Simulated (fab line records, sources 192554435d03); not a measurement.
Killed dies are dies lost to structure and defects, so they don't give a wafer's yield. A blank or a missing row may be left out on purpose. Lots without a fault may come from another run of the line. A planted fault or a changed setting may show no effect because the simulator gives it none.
Chamber matching | flow n5_finfet | N5_BEOL_M0_SAQP_ILD_DEP_01 on pecvd-04: 3 sister chambers
The step deposits SiOC from DEMS/O2, target thk 45.419 nm, time 8.7 s. 3 wafers are shown with their chamber, then 12 later ones without.

WAFERS WITH THEIR CHAMBER
wafer  | chamber | throttle_valve_pct (%)
L088.1 | 2       | 11.6
L088.3 | 0       | 12.7
L088.6 | 1       | 13.4

WAFERS WITHOUT THEIR CHAMBER
wafer  | throttle_valve_pct (%)
L089.3 | 13.5
L089.4 | 11.5
L089.6 | 13.2
L090.4 | 11.6
L090.5 | 11.6
L090.6 | 13.1
L095.1 | 11.6
L095.3 | 12.4
L095.5 | 13.4
L097.2 | 13.3
L097.3 | 12.5
L097.4 | 11.7

WHICH CHAMBER EACH WENT THROUGH
wafer  | from the rows above     | in truth
L089.3 | 1                       | 1
L089.4 | 2                       | 2
L089.6 | can't be placed: 1 or 0 | 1
L090.4 | 2                       | 2
L090.5 | 2                       | 2
L090.6 | can't be placed: 1 or 0 | 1
L095.1 | 2                       | 2
L095.3 | 0                       | 0
L095.5 | 1                       | 1
L097.2 | 1                       | 1
L097.3 | 0                       | 0
L097.4 | 2                       | 2
Placed correctly: 10 of 12. Can't be placed from these rows: 2 (the true chamber is among the candidates in 2). Placed wrongly: 0.
How it was worked out, from the rows above alone: a wafer's distance from a chamber is the root of the sum, over the readings, of the square of ((its reading less the chamber's mean) divided by the reading's scatter). The wafer belongs to the nearest chamber; if the next one is less than 2 further off, it can't be placed. A chamber's mean is the mean of its shown wafers. The scatter: with one shown wafer a chamber, the root of the mean of the squares of how far each hidden wafer lies from its nearest shown one.
